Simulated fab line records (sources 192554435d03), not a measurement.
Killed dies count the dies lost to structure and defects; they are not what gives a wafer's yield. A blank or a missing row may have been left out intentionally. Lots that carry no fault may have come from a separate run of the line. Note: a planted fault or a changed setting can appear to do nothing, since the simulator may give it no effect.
fab line records	flow n5_finfet
record: lots: 6	wafers: 17	last_day: 19
route steps=1938 shown BEOL_M6@1239 PASSIVATION@1936
lots untouched by any fault: they come from a run of this same line in which no faults occurred
start_h: start of the lot's first displayed wafer, in hours after the record's first day	wait_h: hours since the lot's step before	" repeats the value in the row above	L1.1+2: a single row standing in for several wafers	- no value, or no start given	* or withheld: withheld	< > ~ a bound
route shown NAME@n: names a module that has steps shown in the file, with the first one's number in the route	usual: mean/standard deviation of fault-free wafers	same: alike in all rows	chamber/n: place in a boat	sites: readings site by site	_std_site: their standard deviation	_edge_site: mean of outer sites minus mean of inner sites	radius_mm: for every site, how far away it sits from the centre of the wafer	mask NAME#n: copy n	behind: the tool/chamber that last shaped the wafer	hold: why the lot went on hold/how many hours it stayed there/how the hold came to an end	device: which transistor (n, p or np) failed to switch	end of line: at the end of the route, the tests of the same wafers	for a step that has no rows: nothing shown but its recipe	killed: dies lost to structure and defects at the first sort, not the wafer's yield	map: a wafer's dies, marking killed ones x, the rest . and places with no die _
set.NAME: the run value of the setting; set.NAME@STEP: its run value at that earlier step	model.NAME: the simulator's own value behind a step, which no gauge read
lots seen at some steps along the route; tables by step, rows by wafer
services: a tool's chamber out of use, with start hour (start_h, from the record's first day; less than 0 if before it), hours out, and reason
== steps ==
step: N5_BEOL_M6_TRENCH_ETCH_37
recipe: chemistry: C4F6/O2	target_depth_a: 944.35	target: SiCOH_lowk	time_s: 31.5	ion_energy_ev: 250	pressure_mtorr: 30	source_w: 345	bias_w: 185	Ar_flow_sccm: 300	C4F6_flow_sccm: 10	O2_flow_sccm: 10
usual: drypump_motor_current_A: 5.6/0.46	oes_product_au: 0.81/0.087	rf_vpp_V: 668/18	showerhead_plenum_p_Torr: 2.87/0.088	throttle_valve_pct: 20.89/0.25
lot.wafer	tool	chamber	start_h	wait_h	drypump_motor_current_A	oes_product_au	rf_hours_counter_h	rf_vpp_V	showerhead_plenum_p_Torr	throttle_valve_pct
L329.3	rie_diel-02	0	-	-	6.3	0.79	111	649	2.86	21.22
L329.5	"	1	"	"	5.5	0.92	-	669	2.81	20.99
L329.6	"	0	"	"	6.3	0.79	-	647	2.86	21.22
L330.3	rie_diel-03	2	-	-	5.2	0.70	219	667	2.71	21.26
L330.4	"	3	"	"	4.9	0.88	-	706	3.02	20.81
L330.6	"	2	"	"	5.2	0.70	-	668	2.71	21.26
L338.3	rie_diel-04	1	-	-	5.7	0.72	234	664	2.83	21.27
L338.5	"	3	"	"	6.0	0.84	-	694	2.85	20.85
L338.6	"	2	"	"	6.2	0.85	-	660	3.01	20.82
L342.3	rie_diel-03	2	-	-	5.3	0.68	238	670	2.70	21.28
L342.4	"	1	"	"	5.8	0.91	19	661	2.79	20.50
L342.6	"	3	"	"	4.9	0.84	-	705	3.01	20.84
L343.2	rie_diel-02	0	-	-	6.3	0.76	145	646	2.85	21.28
L343.3	"	2	"	"	5.2	0.71	188	655	2.93	20.75
L343.4	"	0	"	"	6.3	0.75	-	647	2.85	21.28
L345.2	rie_diel-04	3	-	-	6.0	0.81	84	692	2.85	20.86
L345.6	"	0	"	"	5.8	0.95	-	644	2.89	20.48
step: N5_BEOL_M6_ETCH_41
recipe: chemistry: CH3F/O2	target: SiCN	target_depth_a: 297	taper_deg: 2	time_s: 52	ion_energy_ev: 120	mask_material: TiN	pressure_mtorr: 30	source_w: 395	bias_w: 75	Ar_flow_sccm: 150	CH3F_flow_sccm: 30	O2_flow_sccm: 20
usual: drypump_motor_current_A: 5.6/0.46	oes_product_au: 0.81/0.087	rf_vpp_V: 297.7/1.6	showerhead_plenum_p_Torr: 2.02/0.064	throttle_valve_pct: 16.29/0.24
lot.wafer	tool	chamber	start_h	wait_h	drypump_motor_current_A	oes_product_au	rf_hours_counter_h	rf_vpp_V	showerhead_plenum_p_Torr	throttle_valve_pct
L329.3	rie_diel-02	0	-	-	6.3	0.79	111	297.9	2.01	16.59
L329.5	"	1	"	"	5.5	0.93	-	295.7	1.97	16.30
L329.6	"	0	"	"	6.4	0.79	-	296.7	2.01	16.60
L330.3	rie_diel-03	2	-	-	5.2	0.70	219	293.7	1.90	16.67
L330.4	"	3	"	"	4.8	0.87	-	298.6	2.12	16.16
L330.6	"	2	"	"	5.2	0.71	-	295.3	1.90	16.68
L338.3	rie_diel-04	1	-	-	5.7	0.73	234	297.7	1.99	16.66
L338.5	"	3	"	"	6.0	0.84	-	298.4	2.01	16.30
L338.6	"	2	"	"	6.2	0.85	-	298.3	2.12	16.20
L342.3	rie_diel-03	2	-	-	5.3	0.69	238	295.3	1.89	16.71
L342.4	"	1	"	"	5.8	0.91	19	296.0	1.96	15.88
L342.6	"	3	"	"	4.8	0.85	-	299.8	2.12	16.16
L343.2	rie_diel-02	0	-	-	6.3	0.75	145	296.3	2.00	16.64
L343.3	"	2	"	"	5.2	0.71	188	299.2	2.07	16.21
L343.4	"	0	"	"	6.3	0.74	-	296.8	2.00	16.64
L345.2	rie_diel-04	3	-	-	6.0	0.82	84	298.1	2.01	16.31
L345.6	"	0	"	"	5.8	0.94	-	298.5	2.04	15.86
step: N5_BEOL_M6_STRIP_80
recipe: chemistry: N2/H2	time_s: 10	power_w: 450	temp_c: 40	pressure_mtorr: 20	rf_frequency_hz: 6e+07	bias_power_w: 7	n2_flow_sccm: 200	h2_flow_sccm: 200
step: N5_BEOL_M6_OCD_MEAS_38
usual: trench_depth_nm: 95.1/2
lot.wafer	tool	chamber	start_h	wait_h	trench_depth_nm
L329.3	ocd-01	-	266.65	-	94.7
L329.5	"	-	"	"	93.7
L329.6	"	-	"	"	94.6
L330.3	ocd-02	-	278.99	-	96.0
L330.4	"	-	"	"	97.4
L330.6	"	-	"	"	95.5
L338.3	ocd-02	-	339.51	-	96.6
L338.5	"	-	"	"	92.3
L338.6	"	-	"	"	93.8
L342.3	ocd-01	-	345.62	-	94.9
L342.4	"	-	"	"	94.1
L342.6	"	-	"	"	96.3
L343.2	ocd-02	-	351.70	-	94.9
L343.3	"	-	"	"	95.1
L343.4	"	-	"	"	93.7
L345.2	ocd-01	-	369.74	-	92.5
L345.6	"	-	"	"	98.5
step: N5_BEOL_M6_HM_STRIP_39
recipe: chemistry: peroxide_tin_strip	material: TiN	target_depth_a: 250	temp_c: 50	time_s: 158
step: N5_BEOL_M6_SRD_40
recipe: time_s: 30	temp_c: 23	rinse_liquid: diw	dry: ipa_marangoni
step: N5_BEOL_M6_PRECLEAN_42
recipe: chemistry: residue_remover	time_s: 60	temp_c: 40
step: N5_BEOL_M6_SRD_43
recipe: time_s: 30	temp_c: 23	rinse_liquid: diw	dry: ipa_marangoni
step: N5_BEOL_M6_CD_MEAS_35
recipe: target_cd_nm: 40	target_cd_y_nm: 28	polarity: opening
usual: cd_nm: 40.4/0.79
lot.wafer	tool	chamber	start_h	wait_h	cd_nm
L329.3	cd_sem-02	-	266.82	0.0	39.2
L329.5	"	-	"	"	40.2
L329.6	"	-	"	"	40.2
L330.3	cd_sem-01	-	279.15	0.0	39.3
L330.4	"	-	"	"	41.5
L330.6	"	-	"	"	41.2
L338.3	cd_sem-02	-	339.66	0.0	40.2
L338.5	"	-	"	"	42.2
L338.6	"	-	"	"	39.0
L342.3	cd_sem-02	-	345.77	0.0	39.4
L342.4	"	-	"	"	40.2
L342.6	"	-	"	"	40.1
L343.2	cd_sem-01	-	351.86	0.0	40.6
L343.3	"	-	"	"	40.5
L343.4	"	-	"	"	41.3
L345.2	cd_sem-01	-	369.89	0.0	40.3
L345.6	"	-	"	"	40.4
step: N5_BEOL_M6_CURE_75
recipe: temp_c: 370	time_s: 120	ambient: DMADMS/He	material: SiCOH_lowk
usual: lamp_power_pct: 52.31/0.053	wafer_temp_C_max: 372.1/0.61
lot.wafer	tool	chamber	start_h	wait_h	lamp_power_pct	wafer_temp_C_max
L329.3	uv_cure-02	2	266.95	0.1	52.34	372.4
L329.5	"	2	"	"	52.35	372.7
L329.6	"	2	"	"	52.37	373.7
L330.3	uv_cure-02	2	279.37	0.2	52.30	372.6
L330.4	"	2	"	"	52.38	372.7
L330.6	"	2	"	"	52.25	373.0
L338.3	uv_cure-02	1	339.94	0.3	52.29	373.1
L338.5	"	1	"	"	52.34	372.5
L338.6	"	1	"	"	52.27	373.8
L342.3	uv_cure-01	2	345.91	0.1	52.36	371.5
L342.4	"	2	"	"	52.28	371.9
L342.6	"	2	"	"	52.29	371.9
L343.2	uv_cure-03	2	351.95	0.1	52.25	373.3
L343.3	"	2	"	"	52.29	374.1
L343.4	"	2	"	"	52.23	373.0
L345.2	uv_cure-03	2	370.05	0.2	52.34	373.0
L345.6	"	2	"	"	52.35	372.7
step: N5_BEOL_M6_DEGAS_44
recipe: ambient: vacuum	temp_c: 250	time_s: 60
usual: heater_power_w: 340/32
lot.wafer	tool	chamber	start_h	wait_h	heater_power_w
L329.3	pvd_sputter-02	-	267.51	0.5	315
L329.5	"	-	"	"	377
L329.6	"	-	"	"	319
L330.3	pvd_sputter-01	-	280.01	0.6	358
L330.4	"	-	"	"	432
L330.6	"	-	"	"	374
L338.3	pvd_sputter-03	-	340.18	0.2	366
L338.5	"	-	"	"	348
L338.6	"	-	"	"	301
L342.3	pvd_sputter-02	-	347.23	1.3	295
L342.4	"	-	"	"	378
L342.6	"	-	"	"	322
L343.2	pvd_sputter-02	-	352.82	0.8	377
L343.3	"	-	"	"	316
L343.4	"	-	"	"	323
L345.2	pvd_sputter-02	-	370.76	0.7	303
L345.6	"	-	"	"	377
step: N5_BEOL_M6_PRE_CLEAN_45
recipe: gas: H2/He	time_s: 30	temp_c: 250
step: N5_BEOL_M6_ALD_77
recipe: material: TaN	target_thk_a: 20	temp_c: 275	ald_precursor_family: PDMAT	ald_co_reactant: NH3	pressure_torr: 3	carrier_flow_sccm: 1500	pulse_time_s: 2	purge_time_s: 3	co_reactant_purge_time_s: 2	co_reactant_pulse_time_s: 3	ald_cycles: 40	precursor_vessel_temp_c: 75	precursor_vessel_pressure_torr: 26.25	precursor_vessel_carrier_sccm: 1000
usual: co_reactant_pulse_time_s: 3/0	heater_power_w: 407/27
lot.wafer	tool	chamber	start_h	wait_h	co_reactant_pulse_time_s	heater_power_w
L329.3	ald_metal-04	1	267.61	0.0	3	350
L329.5	"	0	"	"	3.2154	403
L329.6	"	1	"	"	3	352
L330.3	ald_metal-04	2	280.11	0.0	3	416
L330.4	"	3	"	"	3.2154	429
L330.6	"	3	"	"	3	423
L338.3	ald_metal-01	1	340.45	0.2	3	454
L338.5	"	1	"	"	3	442
L338.6	"	0	"	"	3	439
L342.3	ald_metal-01	0	347.33	0.0	3	441
L342.4	"	2	"	"	3	471
L342.6	"	2	"	"	3	458
L343.2	ald_metal-02	3	352.92	0.0	3	386
L343.3	"	2	"	"	3	411
L343.4	"	2	"	"	3	410
L345.2	ald_metal-04	2	370.97	0.2	3	417
L345.6	"	1	"	"	3	357
step: N5_BEOL_M6_SURFACE_TREAT_79
recipe: gas: Ar	time_s: *	ion_energy_ev: *	ion_current_ma_cm2: 0.5	pressure_mtorr: *	ar_flow_sccm: 30
usual: throttle_valve_pct: *
lot.wafer	tool	chamber	start_h	wait_h	throttle_valve_pct
L329.3	pvd_sputter-02	-	267.99	0.2	*
L329.5	"	-	"	"	*
L329.6	"	-	"	"	*
L330.3	pvd_sputter-01	-	280.43	0.2	*
L330.4	"	-	"	"	*
L330.6	"	-	"	"	*
L338.3	pvd_sputter-03	-	340.84	0.3	*
L338.5	"	-	"	"	*
L338.6	"	-	"	"	*
L342.3	pvd_sputter-01	-	347.75	0.3	*
L342.4	"	-	"	"	*
L342.6	"	-	"	"	*
L343.2	pvd_sputter-02	-	353.54	0.5	*
L343.3	"	-	"	"	*
L343.4	"	-	"	"	*
L345.2	pvd_sputter-01	-	371.33	0.2	*
L345.6	"	-	"	"	*
step: N5_PASSIVATION_PROBE_49
usual: defect_limited_yield: 91.2/1.4	killed_at_M0_to_M3: 34/9.3	killed_at_M4_up: 14/5.9	killed_at_contacts: 14/5.7	killed_at_front_end: 38/10	killed_at_other: 4/3.2	killed_dies: 104/17	killed_open: 67/13	killed_short: 33/6.9	sort_bin_4_leakage: 0/3.6	sort_bin_5_function: 5.2/1	sort_bin_6_memory: 3.3/0.61	sort_n_pass: 1069/52	sort_yield_pct: 91/4.4
same: gross_dies: 1180	killed_at_back_side: 0	sort_bin_8_speed[%]: 0
lot.wafer	tool	chamber	start_h	wait_h	defect_limited_yield[%]	killed_at_M0_to_M3	killed_at_M4_up	killed_at_contacts	killed_at_front_end	killed_at_other	killed_dies	killed_open	killed_short	sort_bin_4_leakage[%]	sort_bin_5_function[%]	sort_bin_6_memory[%]	sort_n_pass	sort_yield_pct[%]
L329.3	prober-01	-	355.01	0.1	91.0	25	25	23	29	4	106	80	23	1	5.3	3.3	1067	90
L329.5	prober-01	-	355.11	0.2	90.2	43	25	24	24	0	116	86	28	0	5.3	4.1	1064	90
L329.6	prober-01	-	355.16	0.3	93.7	21	16	12	24	1	74	47	24	0	3.6	2.5	1106	94
L330.3	prober-01	-	372.05	0.1	90.6	46	15	12	31	7	111	73	32	0	5.4	4.0	1069	91
L330.4	prober-01	-	372.10	0.2	89.2	40	20	6	57	5	128	76	29	0	6.6	4.0	1052	89
L330.6	prober-01	-	372.20	0.3	93.5	21	13	5	36	2	77	42	30	0	2.9	3.3	1103	93
L338.3	prober-02	-	428.46	0.1	88.7	38	2	17	69	7	133	83	40	0	7.7	3.5	1047	89
L338.5	prober-02	-	428.56	0.2	90.3	31	7	8	64	4	114	75	37	0	5.3	3.9	1066	90
L338.6	prober-02	-	428.61	0.3	89.5	38	15	13	56	2	124	68	52	39	5.8	4.0	592	50
L342.3	prober-01	-	428.77	0.1	91.5	40	5	21	26	8	100	67	25	0	5.5	2.7	1080	92
L342.4	prober-01	-	428.82	0.2	93.1	28	9	16	26	3	82	52	26	0	3.7	2.9	1098	93
L342.6	prober-01	-	428.92	0.3	92.7	36	5	5	37	3	86	59	26	0	4.6	2.7	1094	93
L343.2	prober-02	-	438.45	0.1	92.4	24	9	15	38	4	90	56	25	0	4.1	3.1	1090	92
L343.3	prober-02	-	438.50	0.1	92.5	29	8	18	33	1	89	63	20	0	4.4	2.8	1091	92
L343.4	prober-02	-	438.55	0.2	93.1	23	8	8	40	3	82	48	28	0	4.2	2.3	1098	93
killed by level:class
L329.3 MOL_CONTACT_COAG:geometric_particle:open=17 BEOL_M4:geometric_particle:open=12 FIN_SAQP:geometric_particle:open=8 MOL_CONTACT_COAG:geometric_particle:short=6 BEOL_M3:geometric_particle:open=6 BEOL_M5:geometric_particle:open=6 BEOL_M2:geometric_particle:open=5 STI_FIN_REVEAL:geometric_particle:open=4
L329.5 MOL_CONTACT_COAG:geometric_particle:open=22 BEOL_M2:geometric_particle:open=14 BEOL_M4:geometric_particle:open=12 STI_FIN_REVEAL:geometric_particle:open=9 BEOL_M0_SAQP:geometric_particle:short=5 BEOL_M0_SAQP:geometric_particle:open=5 BEOL_M1:geometric_particle:open=5 BEOL_M3:geometric_particle:open=5
L329.6 BEOL_M4:geometric_particle:open=10 MOL_CONTACT_COAG:geometric_particle:open=9 STARTING-WAFER:geometric_particle:short=5 FIN_SAQP:geometric_particle:short=4 DUMMY_GATE:geometric_particle:open=4 BEOL_M2:geometric_particle:short=4 BEOL_M0_SAQP:geometric_particle:open=4 BEOL_M0:geometric_particle:open=4
L330.3 BEOL_M0_SAQP:geometric_particle:open=14 BEOL_M3:geometric_particle:open=10 MOL_CONTACT_COAG:geometric_particle:open=8 BEOL_M0_SAQP:geometric_particle:short=7 FIN_SAQP:geometric_particle:open=6 FIN_SAQP:geometric_particle:short=6 DUMMY_GATE:geometric_particle:open=5 BEOL_M1:geometric_particle:open=5
L330.4 SD_EPI_N:area_etch=18 BEOL_M0_SAQP:geometric_particle:open=13 BEOL_M0_SAQP:geometric_particle:short=11 DUMMY_GATE:geometric_particle:open=10 FIN_SAQP:geometric_particle:open=9 BEOL_M1:geometric_particle:open=6 STI_FIN_REVEAL:geometric_particle:open=5 BEOL_M7:geometric_particle:open=5
L330.6 DUMMY_GATE:geometric_particle:open=7 FIN_SAQP:geometric_particle:short=6 STI_FIN_REVEAL:geometric_particle:open=6 BEOL_M0_SAQP:geometric_particle:open=6 BEOL_M0_SAQP:geometric_particle:short=5 FIN_SAQP:geometric_particle:open=4 STARTING-WAFER:geometric_particle:short=4 SDB:geometric_particle:short=3
L338.3 STI_FIN_REVEAL:geometric_particle:open=26 BEOL_M0_SAQP:geometric_particle:short=12 BEOL_M0_SAQP:geometric_particle:open=10 FIN_SAQP:geometric_particle:open=8 BEOL_M2:geometric_particle:open=8 MOL_CONTACT_COAG:area_etch=8 MOL_CONTACT_COAG:geometric_particle:open=7 GATE_CUT:geometric_particle:open=5
L338.5 STI_FIN_REVEAL:geometric_particle:open=19 FIN_SAQP:geometric_particle:short=9 STI_FIN_REVEAL:geometric_particle:short=8 BEOL_M1:geometric_particle:open=8 BEOL_M2:geometric_particle:open=8 FIN_SAQP:geometric_particle:open=6 MOL_CONTACT_COAG:geometric_particle:open=5 BEOL_M0_SAQP:geometric_particle:short=4
L338.6 STI_FIN_REVEAL:geometric_particle:open=21 BEOL_M0_SAQP:geometric_particle:short=13 FIN_SAQP:geometric_particle:short=12 GATE_CUT:geometric_particle:short=11 BEOL_M0_SAQP:geometric_particle:open=9 MOL_CONTACT_COAG:geometric_particle:open=8 FIN_SAQP:geometric_particle:open=6 BEOL_M1:geometric_particle:open=5
L342.3 MOL_CONTACT_COAG:geometric_particle:open=19 BEOL_M2:geometric_particle:open=9 BEOL_M1:geometric_particle:open=8 BEOL_M3:geometric_particle:open=8 GATE_CUT:geometric_particle:short=7 DUMMY_GATE:geometric_particle:open=4 BEOL_M0_SAQP:geometric_particle:short=3 MIM_TOP:geometric_particle:open=3
L342.4 MOL_CONTACT_COAG:geometric_particle:open=12 FIN_SAQP:geometric_particle:short=7 BEOL_M0_SAQP:geometric_particle:open=7 BEOL_M4:geometric_particle:open=5 FIN_SAQP:geometric_particle:open=4 GATE_CUT:geometric_particle:short=4 BEOL_M2:geometric_particle:open=4 BEOL_M0_SAQP:geometric_particle:short=4
L342.6 STI_FIN_REVEAL:geometric_particle:open=10 GATE_CUT:geometric_particle:short=8 BEOL_M0_SAQP:geometric_particle:short=7 BEOL_M3:geometric_particle:open=6 BEOL_M0_SAQP:geometric_particle:open=6 BEOL_M1:geometric_particle:open=6 BEOL_M2:geometric_particle:open=5 FIN_SAQP:geometric_particle:open=4
L343.2 MOL_CONTACT_COAG:geometric_particle:open=12 STI_FIN_REVEAL:geometric_particle:open=9 BEOL_M0_SAQP:geometric_particle:short=9 DUMMY_GATE:geometric_particle:open=6 GATE_CUT:geometric_particle:open=6 GATE_CUT:geometric_particle:short=5 BEOL_M2:geometric_particle:open=5 BEOL_M0_SAQP:geometric_particle:open=4
L343.3 MOL_CONTACT_COAG:geometric_particle:open=12 STI_FIN_REVEAL:geometric_particle:open=11 BEOL_M2:geometric_particle:open=8 FIN_SAQP:geometric_particle:open=6 MOL_CONTACT_COAG:geometric_particle:short=5 BEOL_M1:geometric_particle:open=4 BEOL_M0_SAQP:geometric_particle:open=4 GATE_CUT:geometric_particle:open=3
L343.4 STI_FIN_REVEAL:geometric_particle:open=11 BEOL_M0_SAQP:geometric_particle:open=8 STI_FIN_REVEAL:geometric_particle:short=7 MOL_CONTACT_COAG:geometric_particle:open=6 BEOL_M3:geometric_particle:open=6 GATE_CUT:geometric_particle:open=4 GATE_CUT:geometric_particle:short=4 BEOL_M0_SAQP:geometric_particle:short=4
== services ==
tool	chamber	start_h	hours	kind
uv_cure-03	-	242.79	2.1	pm
ald_metal-02	-	243.96	2.8	pm
rie_diel-04	2	244.17	16.4	repair
ald_metal-01	-	249.05	6.0	pm
ald_metal-02	2	251.30	1.7	repair
ald_metal-01	2	260.46	27.8	repair
rie_diel-03	1	263.46	-	clean
rie_diel-03	1	263.46	-	consumable_replace:focus_ring
ald_metal-01	3	266.27	24.0	repair
rie_diel-02	1	286.15	11.8	repair
ald_metal-04	1	297.45	3.5	repair
rie_diel-04	0	302.78	-	clean
rie_diel-04	0	302.78	-	consumable_replace:focus_ring
rie_diel-04	0	302.78	21.6	scheduled_down
rie_diel-04	0	302.78	21.6	vent_cycle
uv_cure-03	-	331.72	6.1	repair
rie_diel-02	3	333.88	28.2	repair
ald_metal-02	-	337.39	14.0	pm
ald_metal-02	0	337.39	14.0	vent_cycle
ald_metal-01	3	342.40	1.5	repair
uv_cure-02	-	352.21	2.4	repair
uv_cure-01	-	352.35	2.4	repair
rie_diel-03	1	359.08	5.1	repair
uv_cure-03	-	359.77	7.5	pm
== key ==
first_sign: step: N5_BEOL_M6_ALD_77	reading: co_reactant_pulse_time_s	direction: up	sigmas: 99+	usual: *	struck: *
effect none on later readings
met_at N5_BEOL_M6_ALD_77
struck_wafers L329.5,L330.4
baseline_loss: step: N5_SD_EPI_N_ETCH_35	wafers: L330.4
fault: kind: process_parameter_drift	tool: ald_metal-04	chamber: -	onset_h: 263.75	steps: N5_BEOL_M6_ALD_77	channel: co_reactant_pulse_time_s	offset: *	shape: step	end_h: 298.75	scope: struck_wafers_only	acts_in: *	stated: *
baseline_loss: these wafers lose ten dies or more at that step, a loss of the line's own and not of a fault; the sort's usual values leave them out
